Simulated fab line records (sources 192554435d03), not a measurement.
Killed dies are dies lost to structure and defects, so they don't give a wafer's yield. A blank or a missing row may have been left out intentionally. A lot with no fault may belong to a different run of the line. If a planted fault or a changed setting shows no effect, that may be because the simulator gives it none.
Matching of chambers || flow n5Finfet || 4 sister chambers for N5_PASSIVATION_STRIP_14 on rieDiel-06
The step strips in O2. 8 wafers are shown with their chamber, then 7 later ones without.

## EACH WAFER AND ITS CHAMBER
{"wafer": "L081.2", "chamber": 2, "showerheadPlenumPTorr (Torr)": 1.93, "throttleValvePct (%)": 16.69}
{"wafer": "L081.3", "chamber": 3, "showerheadPlenumPTorr (Torr)": 2.22, "throttleValvePct (%)": 16.36}
{"wafer": "L081.4", "chamber": 1, "showerheadPlenumPTorr (Torr)": 2.24, "throttleValvePct (%)": 16.61}
{"wafer": "L082.2", "chamber": 2, "showerheadPlenumPTorr (Torr)": 1.92, "throttleValvePct (%)": 16.68}
{"wafer": "L082.3", "chamber": 0, "showerheadPlenumPTorr (Torr)": 2.03, "throttleValvePct (%)": 16.66}
{"wafer": "L082.5", "chamber": 0, "showerheadPlenumPTorr (Torr)": 2.03, "throttleValvePct (%)": 16.65}
{"wafer": "L092.1", "chamber": 1, "showerheadPlenumPTorr (Torr)": 2.24, "throttleValvePct (%)": 16.67}
{"wafer": "L092.3", "chamber": 3, "showerheadPlenumPTorr (Torr)": 2.21, "throttleValvePct (%)": 16.40}

## WAFERS WITH NO CHAMBER GIVEN
{"wafer": "L092.4", "showerheadPlenumPTorr (Torr)": 2.21, "throttleValvePct (%)": 16.37}
{"wafer": "L090.1", "showerheadPlenumPTorr (Torr)": 2.03, "throttleValvePct (%)": 16.73}
{"wafer": "L090.2", "showerheadPlenumPTorr (Torr)": 2.24, "throttleValvePct (%)": 16.69}
{"wafer": "L090.3", "showerheadPlenumPTorr (Torr)": 2.21, "throttleValvePct (%)": 16.41}
{"wafer": "L094.3", "showerheadPlenumPTorr (Torr)": 2.24, "throttleValvePct (%)": 16.68}
{"wafer": "L094.4", "showerheadPlenumPTorr (Torr)": 2.21, "throttleValvePct (%)": 16.38}
{"wafer": "L094.6", "showerheadPlenumPTorr (Torr)": 2.23, "throttleValvePct (%)": 16.67}

## THE CHAMBER EACH PASSED THROUGH
{"wafer": "L092.4", "from the rows above": 3, "in truth": 3}
{"wafer": "L090.1", "from the rows above": 0, "in truth": 0}
{"wafer": "L090.2", "from the rows above": 1, "in truth": 1}
{"wafer": "L090.3", "from the rows above": 3, "in truth": 3}
{"wafer": "L094.3", "from the rows above": 1, "in truth": 1}
{"wafer": "L094.4", "from the rows above": 3, "in truth": 3}
{"wafer": "L094.6", "from the rows above": 1, "in truth": 1}
Correct placement for 7 of the 7. Not placeable from these rows: 0. Wrongly placed: 0.
How it was worked out, from the rows above alone: a wafer's distance from a chamber is the root of the sum, over the readings, of the square of ((its reading less the chamber's mean) divided by the reading's scatter). If the next closest chamber is less than 2 further off than the closest, the wafer can't be placed; otherwise it belongs to the closest. A chamber's mean is the mean of its shown wafers. The scatter: take each reading less its chamber's mean, square it, sum over the shown wafers, divide by the number of wafers less the number of chambers, and take the root.
